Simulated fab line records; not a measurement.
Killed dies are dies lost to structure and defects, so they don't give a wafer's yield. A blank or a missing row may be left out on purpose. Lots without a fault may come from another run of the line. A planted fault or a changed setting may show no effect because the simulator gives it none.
A struck lot beside a sound one + flow nand harc + 14 out of 1302 route steps
Sound: these wafers, L437.3, L437.4, L437.6. Struck: wafers L450.1, L450.2, L450.3. The cause is named last.
Order at every step that has rows: each side's tool, ch and its chambers, its first start. Under that, the readings that differ: sound wafers + struck wafers + difference of the means + sigmas: that difference in standard deviations of wafers without a fault.
alike: a reading whose means differ by less than 2 such deviations, as well as words and numbers matching on both sides. not compared: withheld readings; readings where some wafer has no value; bounds like >300 that might hide an equal value; numbers whose values overlap and for which the record gives no deviation.
A row with sigmas, a row that says differs or no value, or rows on one side alone: a step with any of these is where the two part. Numbers that don't overlap but have no deviation are shown without sigmas and don't part them. A reading missing from all wafers of one side parts the sides only when that side holds two or more wafers.

NHARC_A_CHANNEL_FILL_D2_ALD_03: deposits SiNx, target thk 6 nm, pulse time 60 s, ald cycles 58.
  sound: ald sin batch-01 ch 0; struck: ald sin batch-01 ch 0
  alike: precursor pulse height rel
NHARC_A_CHANNEL_FILL_D2_ALD_14: deposits SiO2, target thk 2.5 nm, pulse time 10 s, ald cycles 25.
  sound on ald hk-03 ch 0,1, day 14 19:12; struck on ald hk-02 ch 0,2,3, day 19 18:02
  alike: heater power w, precursor pulse height rel
then, 1 step without rows for these wafers: NHARC_A_CHANNEL_FILL_D2_ALD_15 (deposits SiNx, target thk 2 nm, pulse time 60 s, ald cycles 19).
NHARC_A_CHANNEL_FILL_D2_ALD_16: deposits SiO2, target thk 1.5 nm, pulse time 10 s, ald cycles 15.
  sound on ald hk-03 ch 0,3, day 15 00:22; struck on ald hk-03 ch 1,2,3, day 19 23:14
  alike: heater power w, precursor pulse height rel
then, 3 steps without rows for these wafers: NHARC_A_CHANNEL_FILL_D2_ANNEAL_17 (time 1800 s); NHARC_A_CHANNEL_FILL_D2_CVD_18 (deposits poly-Si, target thk 3 nm); NHARC_A_CHANNEL_FILL_D2_ETCHBACK_19 (etches the open film in HBr/Cl2, target depth 5 nm, time 1.7 s).
NHARC_A_CHANNEL_FILL_D2_ETCHBACK_20: etches the open film in C4F8/O2/Ar, target depth 27 nm, time 13.5 s.
  sound on rie diel-07 ch 0,1,2, day 15 11:54; struck on rie diel-07 ch 1,2,3, day 20 11:05
  alike: oes product au, rf vpp V
  not compared: rf hours counter h
NHARC_A_CHANNEL_FILL_D2_STRIP_28: strips in O2, time 20 s.
  sound on rie diel-07 ch 0,1, day 15 11:59; struck on rie diel-07 ch 1,2,3, day 20 11:11
  alike: drypump motor current A, oes product au, rf vpp V, showerhead plenum p Torr, throttle valve pct
  not compared: rf hours counter h
then, 3 steps without rows for these wafers: NHARC_A_CHANNEL_FILL_D2_PRECLEAN_21 (cleans in dHF, time 30 s); NHARC_A_CHANNEL_FILL_D2_SRD_23; NHARC_A_CHANNEL_FILL_D2_CVD_05 (deposits poly-Si, target thk 5 nm).
NHARC_A_CHANNEL_FILL_D2_ANNEAL_22: time 7200 s.
  sound on furnace-02 ch 0, day 15 19:49; struck on furnace-02 ch 0, day 20 19:19
| reading                | sound                | struck               | difference | sigmas      |
|------------------------|----------------------|----------------------|------------|-------------|
| spike tc centre C (C)  | 620.9 620.4 620.9    | 607.8 606.2 607.0    | -13.7      | -14         |
| spike tc lower C (C)   | 620.1 620.5 620.2    | 608.0 607.2 607.6    | -12.7      | -13         |
| spike tc top C (C)     | 639.3 639.5 640.8    | 627.7 624.8 627.6    | -13.2      | -5          |
| spike tc upper C (C)   | 619.7 621.9 619.3    | 607.4 606.6 606.3    | -13.5      | -12         |
| tube center temp C (C) | 619.97 619.96 620.03 | 606.58 606.56 606.56 | -13.42     | -99 or more |
| tube_center_temp_C_max | 621.21 621.48 621.97 | 608.99 608.12 607.91 | -13.21     | -49         |
  alike: zone power centre pct, zone power upper pct
-- jump in the record: it breaks off in module A_CHANNEL_FILL_D2 and resumes in module END (first step shown: number 1302 of the route), and 10 days separate the struck wafers' starts before and after --
NHARC_END_SORT_01:
  sound on prober-01 ch 0, day 24 22:45; struck on prober-01 ch 0, day 30 10:14
  alike: killed at array, killed at other, killed at periphery, killed dies, killed open, killed short

## WHERE THEY PART
Within this record, at NHARC_A_CHANNEL_FILL_D2_ANNEAL_22 only. Later steps at which nothing parts them and some readings are alike: NHARC_END_SORT_01.

WHY: what had been put in by the simulator
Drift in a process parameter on furnace-02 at NHARC_A_CHANNEL_FILL_D2_ANNEAL_22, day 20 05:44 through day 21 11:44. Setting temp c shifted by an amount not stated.
